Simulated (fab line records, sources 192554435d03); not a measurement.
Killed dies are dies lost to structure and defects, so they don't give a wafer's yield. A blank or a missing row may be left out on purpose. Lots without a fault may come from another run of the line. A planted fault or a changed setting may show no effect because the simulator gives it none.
Chamber matching | flow n5_finfet | N5_BEOL_M14_ETCH_59 on rie_diel-01: 4 sister chambers
The step etches BARC in N2/H2, target depth 89 nm, overetch 26.7 nm, time 67.9 s. 14 wafers are shown with their chamber, then 7 later ones without.

WAFERS WITH THEIR CHAMBER
wafer  | chamber | drypump_motor_current_A (A) | showerhead_plenum_p_Torr (Torr) | throttle_valve_pct (%)
L895.3 | 2       | 5.8                         | 2.72                            | 18.01
L895.4 | 3       | 5.6                         | 2.56                            | 18.02
L895.6 | 0       | 5.1                         | 2.62                            | 17.99
L900.1 | 2       | 5.9                         | 2.71                            | 18.03
L900.2 | 1       | 5.6                         | 2.63                            | 18.48
L900.5 | 1       | 5.6                         | 2.63                            | 18.48
L911.3 | 1       | 5.6                         | 2.62                            | 18.06
L911.4 | 2       | 5.8                         | 2.70                            | 18.08
L911.5 | 2       | 5.9                         | 2.70                            | 18.08
L908.2 | 0       | 5.1                         | 2.60                            | 18.06
L908.4 | 2       | 5.8                         | 2.70                            | 18.05
L908.6 | 1       | 5.6                         | 2.62                            | 18.06
L912.2 | 2       | 5.9                         | 2.70                            | 18.09
L912.4 | 3       | 5.6                         | 2.55                            | 18.10

SIGNATURES (means of the wafers above)
reading                  | chamber 0 | chamber 1 | chamber 2 | chamber 3 | scatter within a chamber
drypump_motor_current_A  | 5.100     | 5.600     | 5.850     | 5.600     | 0.0387
showerhead_plenum_p_Torr | 2.6100    | 2.6250    | 2.7050    | 2.5550    | 0.00837
throttle_valve_pct       | 18.0250   | 18.2700   | 18.0567   | 18.0600   | 0.137
Rule: a wafer's distance from a chamber is the root of the sum, over the readings, of the square of ((its reading less the chamber's mean) divided by the reading's scatter). The wafer belongs to the nearest chamber; if the next one is less than 2 further off, it can't be placed. The scatter: the root of (the sum of the squares of (reading less its chamber's mean) over the shown wafers, divided by (wafers less chambers)).

WAFERS WITHOUT THEIR CHAMBER
wafer  | drypump_motor_current_A (A) | showerhead_plenum_p_Torr (Torr) | throttle_valve_pct (%)
L912.5 | 5.1                         | 2.60                            | 18.08
L916.1 | 5.5                         | 2.54                            | 18.12
L916.2 | 5.6                         | 2.62                            | 18.10
L916.6 | 5.5                         | 2.54                            | 18.12
L915.1 | 5.1                         | 2.60                            | 18.08
L915.2 | 5.9                         | 2.69                            | 18.10
L915.3 | 5.6                         | 2.61                            | 18.10

WHICH CHAMBER EACH WENT THROUGH
wafer  | from the rows above | in truth
L912.5 | 0                   | 0
L916.1 | 3                   | 3
L916.2 | 1                   | 1
L916.6 | 3                   | 3
L915.1 | 0                   | 0
L915.2 | 2                   | 2
L915.3 | 1                   | 1
Placed correctly: 7 of 7. Can't be placed from these rows: 0. Placed wrongly: 0.
